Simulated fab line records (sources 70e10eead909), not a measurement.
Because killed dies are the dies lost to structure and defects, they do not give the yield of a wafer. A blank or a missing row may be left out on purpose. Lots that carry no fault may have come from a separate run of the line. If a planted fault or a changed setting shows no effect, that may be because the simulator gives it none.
What tool caused it? || flow nand harc || 6 lots with 18 wafers sampled at 2 steps, on a route of 1159 steps

== WHAT THE GAUGES SHOWED, per wafer ==
NHARC_END_SORT_01.
{"lot": "L566", "measured": "day 19 23:23", "on": "prober-02", "killed at other": "2 2 0"}
{"lot": "L568", "measured": "day 20 06:20", "on": "prober-02", "killed at other": "648 658 652"}
{"lot": "L578", "measured": "day 22 17:58", "on": "prober-01", "killed at other": "1 0 0"}
{"lot": "L583", "measured": "day 23 15:35", "on": "prober-02", "killed at other": "1 0 1"}
{"lot": "L586", "measured": "day 24 12:17", "on": "prober-02", "killed at other": "0 0 0"}
{"lot": "L587", "measured": "day 26 01:17", "on": "prober-02", "killed at other": "1 2 1"}

== EACH LOT AND THE TOOL THAT RAN IT (in order: tool; ch and the chambers of the sampled wafers; start) ==
{"lot": "L566", "NHARC_THIN_TSV_ETCH_36": "rie metal-01 ch 0,1, day 19 12:15"}
{"lot": "L568", "NHARC_THIN_TSV_ETCH_36": "rie metal-03 ch 0,1, day 19 14:39"}
{"lot": "L578", "NHARC_THIN_TSV_ETCH_36": "rie metal-02 ch 0,1, day 22 02:12"}
{"lot": "L583", "NHARC_THIN_TSV_ETCH_36": "rie metal-01 ch 0,1, day 23 07:50"}
{"lot": "L586", "NHARC_THIN_TSV_ETCH_36": "rie metal-03 ch 0,1, day 24 05:20"}
{"lot": "L587", "NHARC_THIN_TSV_ETCH_36": "rie metal-02 ch 0, day 25 16:37"}
- NHARC_THIN_TSV_ETCH_36: etches the open film in Cl2/BCl3, target depth 65 nm, time 18.571 s.

== THE ANSWER, worked out from the rows above alone ==
Rule: the lots themselves supply what counts as usual. The widest of any qualifying gaps counts: lots, ordered by their means at a reading, are off when they make up no more than a third of the lots, leave a main group of 4 or more, and stand apart from it by 3 or more times the standard deviation of that group's means. A main group whose means are all the same, to the digits that the tables above print for the reading, isn't used. Also off: a lot with no number at a reading for which 4 or more lots have one. The other lots that the step has rows for count as sound.
Off: L568 (NHARC_END_SORT_01, killed at other). The main group: mean 0.7, standard deviation 0.53.
If a tool, at a process step before that reading, ran all the lots that are off and no sound lot after the first of them, it fits. The gauges at NHARC_END_SORT_01 are tried like those tools. Not one of the candidates tried fits.

== WHAT WAS PUT IN BY THE SIMULATOR ==
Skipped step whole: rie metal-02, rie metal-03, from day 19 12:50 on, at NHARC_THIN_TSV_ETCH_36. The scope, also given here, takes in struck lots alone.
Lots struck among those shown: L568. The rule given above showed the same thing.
